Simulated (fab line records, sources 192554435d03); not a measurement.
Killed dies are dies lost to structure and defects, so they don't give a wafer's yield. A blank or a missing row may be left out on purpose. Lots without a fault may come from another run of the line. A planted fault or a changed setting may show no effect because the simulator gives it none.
fab line records | flow n5_finfet
record lots=10 wafers=28 last_day=17
route steps=1938 shown BEOL_M0_SAQP@674 BEOL_M4@1111
lots that met no fault: from a run of the same line without faults
start_h: hours from the record's first day to the start of the lot's first wafer shown | wait_h: hours since the lot's step before | " the same as in the row above | L1.1+2: a row that stands for several wafers | - no value, or no start given | * or withheld: withheld | < > ~ a bound
route shown NAME@n: a module of which the file shows steps, and the number in the route of the first | usual: mean/standard deviation of fault-free wafers | same: alike in all rows | chamber/n: place in a boat | sites: the reading at each site | _std_site: their standard deviation | _edge_site: outer sites' mean less inner sites' | radius_mm: how far each site lies from the wafer's centre | mask NAME#n: copy n | behind: the tool/chamber that last shaped the wafer | hold: why the lot was held/for how many hours/how that ended | device: the transistor (n, p or np) that didn't switch | end of line: the same wafers' tests at the end of the route | a step without rows: its recipe alone | killed: dies lost to structure and defects at the first sort, not the wafer's yield | map: a wafer's dies, x killed, . not, _ none there
set.NAME: the setting as run; set.NAME@STEP: as run at that earlier step | model.NAME: the simulator's own value behind a step, which no gauge read
steps of the route over a sample of lots; a table a step, a row a wafer
services: from which hour (start_h, from the record's first day; less than 0 if before it) a tool's chamber was out of use, for how many hours, and why
## steps
# step N5_BEOL_M0_SAQP_STRIP_108
# recipe chemistry=N2/H2 power_w=500 temp_c=40 pressure_mtorr=50 rf_frequency_hz=6e+07 overash_fraction=0.3 bias_power_w=28 h2_frac=0.5 n2_flow_sccm=300 h2_flow_sccm=300
# usual drypump_motor_current_A=5.7/0.5 oes_product_au=0.76/0.083 rf_vpp_V=121.9/1 showerhead_plenum_p_Torr=3.36/0.11 throttle_valve_pct=18.9/0.37
# columns lot.wafer tool chamber start_h wait_h drypump_motor_current_A oes_product_au rf_hours_counter_h rf_vpp_V showerhead_plenum_p_Torr throttle_valve_pct
L160.1 rie_diel-02 2 113.32 0.0 5.2 0.79 142 120.8 3.37 19.2
L160.2 " 0 " " 5.9 0.98 8 121.2 3.56 17.9
L160.3 " 3 " " 5.8 0.76 154 123.0 3.48 18.5
L161.1 rie_diel-02 2 117.60 0.0 5.2 0.79 144 122.1 3.37 19.2
L161.2 " 0 " " 5.9 0.98 9 123.6 3.56 17.9
L161.4 " 1 " " 5.4 0.94 14 123.2 3.43 18.6
L163.1 rie_diel-05 2 129.07 0.0 6.4 0.71 200 122.4 3.20 19.2
L163.5 " 3 " " 5.5 0.77 - 120.6 3.23 18.9
L163.6 " 0 " " 6.5 0.69 - 122.9 3.32 19.1
L164.1 rie_diel-05 0 134.90 0.0 6.4 0.69 219 120.4 3.32 19.1
L164.2 " 3 " " 5.5 0.77 150 121.7 3.23 18.9
L164.3 " 2 " " 6.4 0.70 202 121.3 3.20 19.2
L166.2 rie_diel-02 2 149.96 0.0 5.2 0.78 154 122.3 3.36 19.2
L166.5 " 2 " " 5.2 0.77 - 123.1 3.36 19.2
L166.6 " 3 " " 5.8 0.74 - 120.6 3.48 18.5
L177.5 rie_diel-05 0 210.68 0.0 6.4 0.68 - 122.4 3.31 19.2
L177.6 " 1 " " 5.0 0.71 - 121.6 3.46 19.0
L178.2 rie_diel-05 2 222.96 0.0 6.4 0.68 230 122.4 3.19 19.3
L178.3 " 0 " " 6.5 0.67 244 121.7 3.31 19.2
L179.1 rie_diel-03 3 225.98 0.0 5.3 0.69 208 122.4 3.32 18.8
L179.2 " 2 " " 4.9 0.93 19 121.5 3.43 18.8
L179.4 " 0 " " 5.5 0.80 109 122.0 3.38 19.0
L182.2 rie_diel-05 2 243.83 0.0 6.4 0.68 237 119.5 3.18 19.3
L182.4 " 2 " " 6.4 0.67 - 120.8 3.18 19.3
L182.6 " 1 " " 5.0 0.70 - 123.9 3.45 19.0
L183.3 rie_diel-05 1 246.85 0.0 5.0 0.70 228 121.2 3.45 19.0
L183.4 " 1 " " 5.0 0.70 - 122.6 3.45 19.0
L183.5 " 3 " " 5.5 0.73 - 120.5 3.22 18.9
# step N5_BEOL_M0_SAQP_RECESS_109
# recipe chemistry=HF/NH3 target=SiO2 target_depth_a=30 afs_cycles=1 temp_c=30 sublimation_temp_c=180 sublimation_time_s=60
# usual drypump_motor_current_A=5.7/0.33
# same sublimation_time_s=60
# columns lot.wafer tool chamber start_h wait_h drypump_motor_current_A
L160.1 vapor_etch-02 1 113.38 0.0 5.4
L160.2 " 0 " " 5.6
L160.3 " 0 " " 5.6
L161.1 vapor_etch-02 1 117.66 0.0 5.4
L161.2 " 0 " " 5.6
L161.4 " 0 " " 5.6
L163.1 vapor_etch-02 0 129.13 0.0 5.6
L163.5 " 1 " " 5.4
L163.6 " 0 " " 5.6
L164.1 vapor_etch-01 0 134.96 0.0 6.4
L164.2 " 1 " " 5.6
L164.3 " 0 " " 6.3
L166.2 vapor_etch-01 0 150.02 0.0 6.4
L166.5 " 1 " " 5.7
L166.6 " 0 " " 6.4
L177.5 vapor_etch-01 1 210.81 0.1 5.7
L177.6 " 0 " " 6.4
L178.2 vapor_etch-01 1 223.02 0.0 5.6
L178.3 " 0 " " 6.4
L179.1 vapor_etch-02 0 226.04 0.0 5.6
L179.2 " 1 " " 5.4
L179.4 " 0 " " 5.6
L182.2 vapor_etch-02 0 243.90 0.0 5.6
L182.4 " 1 " " 5.4
L182.6 " 0 " " 5.6
L183.3 vapor_etch-02 0 246.95 0.1 5.6
L183.4 " 1 " " 5.4
L183.5 " 0 " " 5.6
# step N5_BEOL_M0_SAQP_INSPECT_42
# recipe mode=adi inspect_instrument=brightfield
# usual raw_defect_count=273/77
# columns lot.wafer tool chamber start_h wait_h raw_defect_count
L160.1 defect_inspect-01 - 114.71 0.1 219
L160.2 " - " " 241
L160.3 " - " " 253
L161.1 defect_inspect-02 - 119.07 0.1 199
L161.2 " - " " 328
L161.4 " - " " 210
L163.1 defect_inspect-02 - 130.54 0.1 450
L163.5 " - " " 274
L163.6 " - " " 282
L164.1 defect_inspect-01 - 136.37 0.1 177
L164.2 " - " " 176
L164.3 " - " " 359
L166.2 defect_inspect-02 - 151.56 0.0 231
L166.5 " - " " 265
L166.6 " - " " 315
L177.5 defect_inspect-01 - 212.14 0.0 302
L177.6 " - " " 527
L178.2 defect_inspect-01 - 224.44 0.0 196
L178.3 " - " " 150
L179.1 defect_inspect-02 - 227.45 0.1 378
L179.2 " - " " 285
L179.4 " - " " 342
L182.2 defect_inspect-02 - 245.18 0.0 261
L182.4 " - " " 230
L182.6 " - " " 268
L183.3 defect_inspect-01 - 248.22 0.0 274
L183.4 " - " " 219
L183.5 " - " " 293
# step N5_BEOL_M0_SAQP_ETCH_73
# recipe chemistry=CF4 target=SiARC target_depth_a=195 mask_material=CAR-EUV time_s=32.5 ion_energy_ev=80 pressure_mtorr=40 source_w=545 bias_w=36 Ar_flow_sccm=100 cf4_flow_sccm=100 ends=cleared
# usual drypump_motor_current_A=5.6/0.42 etch_rf_on_time_s=32.5/0.46 oes_product_au=0.67/0.069 rf_vpp_V=184.2/1.1 showerhead_plenum_p_Torr=2.16/0.065 throttle_valve_pct=15.57/0.26
# columns lot.wafer tool chamber start_h wait_h drypump_motor_current_A etch_rf_on_time_s oes_product_au rf_hours_counter_h rf_vpp_V showerhead_plenum_p_Torr throttle_valve_pct
L160.1 rie_diel-02 0 114.88 0.0 5.9 32.4 0.83 8 184.6 2.27 15.04
L160.2 " 3 " " 5.8 32.9 0.64 155 183.4 2.23 15.66
L160.3 " 2 " " 5.2 32.3 0.67 143 183.8 2.14 15.67
L161.1 rie_diel-02 2 119.16 0.0 5.2 32.0 0.67 144 185.2 2.14 15.66
L161.2 " 3 " " 5.8 32.4 0.65 156 185.1 2.23 15.66
L161.4 " 0 " " 5.9 32.1 0.83 10 185.2 2.27 15.04
L163.1 rie_diel-02 3 131.03 0.0 5.8 32.8 0.64 160 185.2 2.23 15.66
L163.5 " 1 " " 5.4 32.2 0.77 - 185.4 2.18 15.26
L163.6 " 0 " " 5.9 32.6 0.80 - 184.8 2.27 15.05
L164.1 rie_diel-05 2 136.46 0.0 6.4 32.4 0.60 203 183.2 2.04 15.90
L164.2 " 1 " " 5.0 32.9 0.62 192 184.3 2.20 15.48
L164.3 " 3 " " 5.5 31.8 0.66 151 182.9 2.06 15.72
L166.2 rie_diel-03 3 151.67 0.0 5.3 32.6 0.61 185 183.3 2.13 15.61
L166.5 " 0 " " 5.5 32.6 0.70 - 185.0 2.16 15.42
L166.6 " 3 " " 5.4 32.5 0.61 - 184.1 2.13 15.64
L177.5 rie_diel-02 0 212.24 0.0 5.9 23.8 0.92 - 184.3 2.26 15.09
L177.6 " 1 " " 5.4 32.5 0.73 - 183.6 2.17 15.30
L178.2 rie_diel-02 2 224.52 0.0 5.2 22.9 0.80 175 184.0 2.13 15.75
L178.3 " 1 " " 5.4 32.1 0.72 48 185.5 2.17 15.32
L179.1 rie_diel-02 0 227.53 0.0 5.9 32.3 0.76 44 185.5 2.26 15.11
L179.2 " 2 " " 5.2 22.8 0.79 176 183.3 2.13 15.74
L179.4 " 1 " " 5.4 32.1 0.72 49 184.1 2.17 15.32
L182.2 rie_diel-03 0 245.27 0.0 5.6 32.3 0.67 115 184.3 2.15 15.51
L182.4 " 2 " " 4.8 32.1 0.78 26 185.6 2.19 15.50
L182.6 " 0 " " 5.6 32.6 0.67 - 184.9 2.15 15.50
L183.3 rie_diel-05 1 248.62 0.0 5.0 33.3 0.59 229 184.2 2.19 15.55
L183.4 " 1 " " 5.0 33.2 0.59 - 183.1 2.19 15.56
L183.5 " 3 " " 5.5 32.3 0.63 - 182.3 2.05 15.76
# step N5_BEOL_M4_RC_MEAS_101
# usual DIBL_N=36.4/1.5 DIBL_P=36.6/1.9 IOFF_N=0.155/0.021 IOFF_P=0.211/0.028 ION_N=671/8.6 ION_P=462/5.8 SS_N=71.5/0.5 SS_P=73.4/0.58 VT_N=250.1/2.4 VT_P=-250.1/3
# columns lot.wafer tool chamber start_h wait_h DIBL_N[mV/V] DIBL_P[mV/V] IOFF_N[nA/um] IOFF_P[nA/um] ION_N[uA/um] ION_P[uA/um] SS_N[mV/dec] SS_P[mV/dec] VT_N[mV] VT_P[mV]
L160.1 prober-02 0 167.86 0.0 35.7 35.0 0.134 0.193 674 457 71.2 72.5 250.6 -250.8
L160.2 " 0 " " 35.3 35.4 0.138 0.200 667 464 71.4 72.0 248.9 -251.9
L160.3 " 0 " " 35.8 34.5 0.142 0.189 685 461 71.5 72.8 250.2 -252.8
L161.1 prober-01 0 176.48 0.0 35.7 35.7 0.152 0.207 677 464 71.3 73.3 249.9 -250.3
L161.2 " 0 " " 36.7 36.6 0.157 0.215 676 468 71.8 73.8 249.4 -251.7
L161.4 " 0 " " 35.8 35.5 0.149 0.198 664 460 71.7 74.5 251.1 -249.5
L163.1 prober-01 0 186.47 0.0 37.2 39.2 0.161 0.217 673 462 71.3 73.6 252.4 -251.4
L163.5 " 0 " " 38.2 39.4 0.176 0.220 674 460 72.0 73.9 250.6 -250.6
L163.6 " 0 " " 34.9 36.1 0.127 0.173 660 453 71.1 72.8 256.3 -252.3
L164.1 prober-02 0 186.99 0.0 35.9 35.7 0.146 0.173 668 450 71.1 73.6 250.3 -254.6
L164.2 " 0 " " 34.8 34.6 0.130 0.158 665 448 70.9 73.4 251.9 -256.9
L164.3 " 0 " " 36.2 35.7 0.145 0.171 664 456 70.9 73.4 248.6 -255.1
L166.2 prober-02 0 207.85 0.2 36.5 36.7 0.155 0.208 673 460 71.6 73.4 250.9 -250.0
L166.5 " 0 " " 34.8 33.9 0.126 0.179 664 459 71.2 72.0 250.4 -253.1
L166.6 " 0 " " 36.1 36.1 0.144 0.205 669 462 71.3 73.7 252.1 -252.4
L177.5 prober-01 0 269.29 0.6 37.3 37.3 0.157 0.215 661 459 72.3 73.1 250.2 -250.8
L177.6 " 0 " " 37.6 37.9 0.167 0.225 669 466 71.7 73.4 250.1 -247.8
L178.2 prober-02 0 278.11 0.2 34.9 37.0 0.152 0.204 670 466 71.0 72.7 250.4 -249.4
L178.3 " 0 " " 35.9 38.0 0.169 0.232 677 467 71.0 73.0 249.7 -247.9
L179.1 prober-01 0 280.43 0.0 36.9 37.3 0.160 0.221 665 459 71.8 73.4 252.5 -247.9
L179.2 " 0 " " 37.9 38.5 0.186 0.218 686 461 71.9 73.7 247.3 -250.5
L179.4 " 0 " " 37.3 37.8 0.171 0.209 677 460 71.3 73.5 247.6 -250.5
L182.2 prober-01 0 297.41 0.2 32.6 33.7 0.128 0.168 670 469 71.4 72.8 252.5 -250.6
L182.4 " 0 " " 34.9 35.5 0.152 0.209 677 471 71.3 73.7 249.9 -246.6
L182.6 " 0 " " 34.2 34.8 0.143 0.188 679 467 71.7 73.1 251.6 -253.1
L183.3 prober-02 0 308.56 0.3 37.5 37.3 0.160 0.168 675 452 72.1 73.6 248.8 -257.4
L183.4 " 0 " " 36.8 37.3 0.155 0.173 675 458 70.9 73.6 248.2 -256.5
L183.5 " 0 " " 38.2 38.1 0.175 0.183 691 461 71.8 73.1 247.3 -256.1
## services
# columns tool chamber start_h hours kind
rie_diel-02 1 110.06 6.0 repair
rie_diel-03 - 130.92 0.7 repair
rie_diel-02 - 140.34 0.4 repair
rie_diel-03 2 145.58 - clean
rie_diel-03 2 145.58 - consumable_replace:focus_ring
rie_diel-03 2 145.58 13.5 scheduled_down
rie_diel-03 2 145.58 13.5 vent_cycle
rie_diel-03 1 149.89 4.6 repair
vapor_etch-01 1 182.84 4.5 repair
vapor_etch-01 - 198.82 4.3 pm
vapor_etch-02 1 214.67 0.9 repair
rie_diel-05 0 215.24 3.8 repair
rie_diel-05 0 241.21 - clean
rie_diel-05 0 241.21 - consumable_replace:focus_ring
rie_diel-05 0 241.21 16.2 scheduled_down
rie_diel-05 0 241.21 16.2 vent_cycle
rie_diel-02 - 243.38 28.1 pm
## key
first_sign step=N5_BEOL_M0_SAQP_ETCH_73 reading=etch_rf_on_time_s direction=down sigmas=20 usual=* struck=*
effect step=N5_BEOL_M0_SAQP_ETCH_73 reading=oes_product_au direction=up sigmas=2.5 usual=0.67 struck=0.84
met_at N5_BEOL_M0_SAQP_ETCH_73
struck_lots L177,L178,L179
struck_wafers L177.5,L178.2,L179.2
not_acting_at N5_BEOL_M0_SAQP_STRIP_108,N5_BEOL_M0_SAQP_RECESS_109,N5_BEOL_M0_SAQP_INSPECT_42
onset_between 131.03 212.24
fault kind=process_parameter_drift tool=rie_diel-02 chamber=- onset_h=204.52 steps=N5_BEOL_M0_SAQP_ETCH_73 channel=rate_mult offset=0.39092 shape=step end_h=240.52 scope=struck_wafers_only
